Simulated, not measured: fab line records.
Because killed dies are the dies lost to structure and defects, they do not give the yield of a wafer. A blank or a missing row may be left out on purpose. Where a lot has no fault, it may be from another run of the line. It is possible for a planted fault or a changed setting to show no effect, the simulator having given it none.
Struck lot and sound lot, side by side || flow n5_finfet || 35 steps out of a route of 1938
Sound: these wafers, L289.2, L289.4, L289.6. Wafers L291.3, L291.5, L291.6 were the ones struck. The cause is given at the end.
At each step with rows: each side's tool, then ch and its chambers, then its first start. Under that, the readings that differ: sound wafers || struck wafers || difference of the means || sigmas: that difference in standard deviations of wafers without a fault.
alike: readings whose means differ by less than 2 such deviations, and words and numbers that are the same on both sides. not compared: withheld readings, readings that some wafer has no value for, bounds like >300 that may hide the same value, and numbers for which the record gives no deviation and whose values overlap.
Wherever a step has rows on one side only, a row that says differs or no value, or a row with sigmas, the two part there. When numbers do not overlap yet have no deviation, they are printed without sigmas and do not part them. Lack of a reading on every wafer of one side parts them only where that side has two or more wafers.

first, 11 steps without rows for these wafers: N5_BEOL_M11_ETCH_65 (etches SiARC in CF4, target depth 39 nm, time 65 s); N5_BEOL_M11_ETCH_66 (etches SOC in N2/H2, target depth 120 nm, overetch 24 nm, time 180 s); N5_BEOL_M11_STRIP_69 (strips in N2/H2); N5_BEOL_M11_VIA_ETCH_34 (etches SiCOH lowk in C4F6/O2, target depth 184.5 nm, time 69.2 s); N5_BEOL_M11_STRIP_73 (strips in C4F6/O2); N5_BEOL_M11_STRIP_36 (strips in N2/H2); N5_BEOL_M11_TRENCH_ETCH_37 (etches SiCOH lowk in C4F6/O2, target depth 148.83 nm, time 48 s); N5_BEOL_M11_ETCH_41 (etches SiCN in CH3F/O2, target depth 42.6 nm, time 86 s); N5_BEOL_M11_STRIP_77 (strips in N2/H2, time 10 s); N5_BEOL_M11_HM_STRIP_39 (strips TiN in peroxide tin strip, target depth 25 nm, time 158 s); N5_BEOL_M11_SRD_40 (time 30 s).
N5_BEOL_M11_PRECLEAN_42: cleans in residue remover, time 60 s.
  sound on wet_bench-05 ch 0,6,7, day 13 02:29; struck on wet_bench-06 ch 1,5,6, day 13 19:47
then, 22 steps without rows for these wafers: N5_BEOL_M11_SRD_43 (time 30 s); N5_BEOL_M11_CURE_72 (cures SiCOH lowk, time 120 s); N5_BEOL_M11_DEGAS_44 (time 60 s); N5_BEOL_M11_PRE_CLEAN_45 (time 30 s); N5_BEOL_M11_ALD_74 (deposits TaN, target thk 2 nm, pulse time 2 s, purge time 3 s); N5_BEOL_M11_SURFACE_TREAT_76; N5_BEOL_M11_CVD_75 (deposits Co from CCTBA/H2, target thk 2 nm, time 138.9 s); N5_BEOL_M11_SPUTTER_48 (material Cu, target thk 12 nm, time 2 s); N5_BEOL_M11_ECD_50 (material Cu, target thk 318 nm); N5_BEOL_M11_ANNEAL_51 (time 90 s); N5_BEOL_M11_CMP_52 (polishes, stops on SiCOH lowk, t overpolish 7 s, target thk 140 nm); N5_BEOL_M11_PRE_CLEAN_55 (time 15 s); N5_BEOL_M11_DEP_56 (deposits SiCN from 3MS/NH3, target thk 30 nm, time 10.5 s); N5_BEOL_M12_ILD_DEP_00 (deposits SiOC from DEMS/O2, target thk 658.92 nm, time 130.7 s); N5_BEOL_M12_COAT_58 (time 60 s, resist thk 89 nm); N5_BEOL_M12_COAT_04 (resist thk 400 nm); N5_BEOL_M12_EBR_06; N5_BEOL_M12_SOFTBAKE_05 (time 60 s); N5_BEOL_M12_EXPOSE_07 (exposes mask V11); N5_BEOL_M12_PEB_08 (peb time 90 s); N5_BEOL_M12_DEVELOP_09 (develop time 45 s); N5_BEOL_M12_HARDBAKE_14 (time 120 s).
N5_PASSIVATION_PROBE_49:
  record: rows for the struck wafers here (prober-02, day 15 15:31), none for the sound ones

## WHERE THEY PART
Only at N5_PASSIVATION_PROBE_49, within this record.

WHY: the cause the simulator had injected
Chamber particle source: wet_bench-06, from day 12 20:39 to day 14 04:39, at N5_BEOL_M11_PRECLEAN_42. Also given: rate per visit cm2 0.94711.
